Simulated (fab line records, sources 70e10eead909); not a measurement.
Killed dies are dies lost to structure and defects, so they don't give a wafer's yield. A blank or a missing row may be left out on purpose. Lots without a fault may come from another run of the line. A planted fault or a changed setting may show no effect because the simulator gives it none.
A struck lot beside a sound one | flow nand_harc | 19 steps out of a route of 1159
Sound: wafers L495.2, L495.3, L495.5. Struck: wafers L506.2, L506.5, L506.6. The cause comes at the end.
At each step with rows: each side's tool, then ch and its chambers, then its first start. Under that, the readings that differ: sound wafers | struck wafers | difference of the means | sigmas: that difference in standard deviations of wafers without a fault.
alike: readings whose means differ by less than 2 such deviations, and words and numbers that are the same on both sides. not compared: withheld readings, readings that some wafer has no value for, bounds like >300 that may hide the same value, and numbers for which the record gives no deviation and whose values overlap.
The two part at a step that has a row with sigmas, a row that says differs or no value, or rows on one side only. Numbers that don't overlap but have no deviation are shown without sigmas and don't part them. A reading that every wafer of one side lacks parts them only if that side has two wafers or more.

NHARC_P_ZERO_WELL_CD_MEAS_11: target cd 500 nm.
  sound on cd_sem-01 ch 0, day 3 07:15; struck on cd_sem-03 ch 0, day 6 01:19
  alike: cd_nm
then, 1 step without rows for these wafers: NHARC_P_ZERO_WELL_HARDBAKE_12 (time 65 s).
NHARC_P_ZERO_WELL_DESCUM_13: chemistry O2, time 3 s.
  sound on rie_diel-13 ch 0,2, day 3 07:25; struck on rie_diel-11 ch 2,3, day 6 01:28
  alike: drypump_motor_current_A, oes_product_au, rf_vpp_V, showerhead_plenum_p_Torr, throttle_valve_pct
  not compared: rf_hours_counter_h
NHARC_P_ZERO_WELL_ETCH_65: etches the open film in N2/H2, target depth 80 nm, overetch 24 nm, time 87.88 s.
  sound on rie_diel-13 ch 0,2,3, day 3 07:29; struck on rie_diel-11 ch 0,1,3, day 6 01:35
  alike: drypump_motor_current_A, oes_product_au, rf_vpp_V, showerhead_plenum_p_Torr, throttle_valve_pct
  not compared: rf_hours_counter_h
NHARC_P_ZERO_WELL_ETCH_62: etches the open film in CHF3/Ar, target depth 13 nm, time 6.5 s.
  sound on rie_diel-13 ch 1,2,3; struck on rie_diel-11 ch 1,2,3
  alike: drypump_motor_current_A, oes_product_au, rf_vpp_V, showerhead_plenum_p_Torr, throttle_valve_pct
  not compared: rf_hours_counter_h
NHARC_P_ZERO_WELL_ETCH_63: etches the open film in HBr/Cl2, target depth 120 nm, time 40.1 s.
  sound on rie_si-02 ch 0,1, day 3 07:40; struck on rie_si-01 ch 0,2,3, day 6 01:46
  alike: drypump_motor_current_A, oes_product_au, throttle_valve_pct
  not compared: rf_hours_counter_h
then, 6 steps without rows for these wafers: NHARC_P_ZERO_WELL_STRIP_15 (strips in SPM, time 900 s); NHARC_P_ZERO_WELL_DEHYDRATE_16 (time 120 s); NHARC_P_ZERO_WELL_HMDS_17 (time 30 s); NHARC_P_ZERO_WELL_COAT_18; NHARC_P_ZERO_WELL_SOFTBAKE_19 (time 95 s); NHARC_P_ZERO_WELL_EBR_20.
NHARC_P_ZERO_WELL_EXPOSE_21: exposes mask P NWELL, target cd 720 nm.
  sound on krf_scanner-04 ch 0, day 3 08:23; struck on krf_scanner-04 ch 0, day 6 02:31
  alike: mask, reticle_temp_C, stage_vel_mm_s
then, 2 steps without rows for these wafers: NHARC_P_ZERO_WELL_PEB_22 (peb time 85 s); NHARC_P_ZERO_WELL_DEVELOP_23 (time 70 s).
NHARC_P_ZERO_WELL_CD_MEAS_24: target cd 720 nm.
  sound on cd_sem-01 ch 0, day 3 08:32; struck on cd_sem-03 ch 0
  reading    | sound             | struck            | difference | sigmas
  cd_nm (nm) | 719.9 717.7 719.1 | 768.1 734.3 780.2 | +42.0      | +26
  not compared: hold
NHARC_P_ZERO_WELL_DESCUM_26: chemistry O2, time 3 s.
  sound on rie_diel-13 ch 0,1,2, day 3 08:43; struck on rie_diel-13 ch 0,1, day 6 07:25
  reading                      | sound             | struck            | difference | sigmas
  model.P_ZERO_WELL.cd_nm (nm) | 719.6 717.2 718.8 | 767.5 733.4 779.4 | +41.6      |
  alike: drypump_motor_current_A, oes_product_au, rf_vpp_V, showerhead_plenum_p_Torr, throttle_valve_pct
  not compared: rf_hours_counter_h
then, 1 step without rows for these wafers: NHARC_P_ZERO_WELL_IMPLANT_27.
-- the record jumps here: 18 days lie between the struck wafers' starts before and after (it left off in module P_ZERO_WELL and takes up again in module END, whose first step shown is number 1159 of the route) --
NHARC_END_SORT_01:
  sound on prober-02 ch 0, day 21 15:34; struck on prober-01 ch 0, day 24 08:28
  reading | sound | struck                                                                     | difference                   | sigmas
  hold    | - - - | await_dispo/4.0h/release await_dispo/4.0h/release await_dispo/4.0h/release | no value on the sound wafers |
  alike: killed_at_array, killed_at_other, killed_at_periphery, killed_dies, killed_open, killed_short

WHERE THEY PART
First at NHARC_P_ZERO_WELL_CD_MEAS_24; last, within this record, at NHARC_END_SORT_01.

WHY: what the simulator had put in
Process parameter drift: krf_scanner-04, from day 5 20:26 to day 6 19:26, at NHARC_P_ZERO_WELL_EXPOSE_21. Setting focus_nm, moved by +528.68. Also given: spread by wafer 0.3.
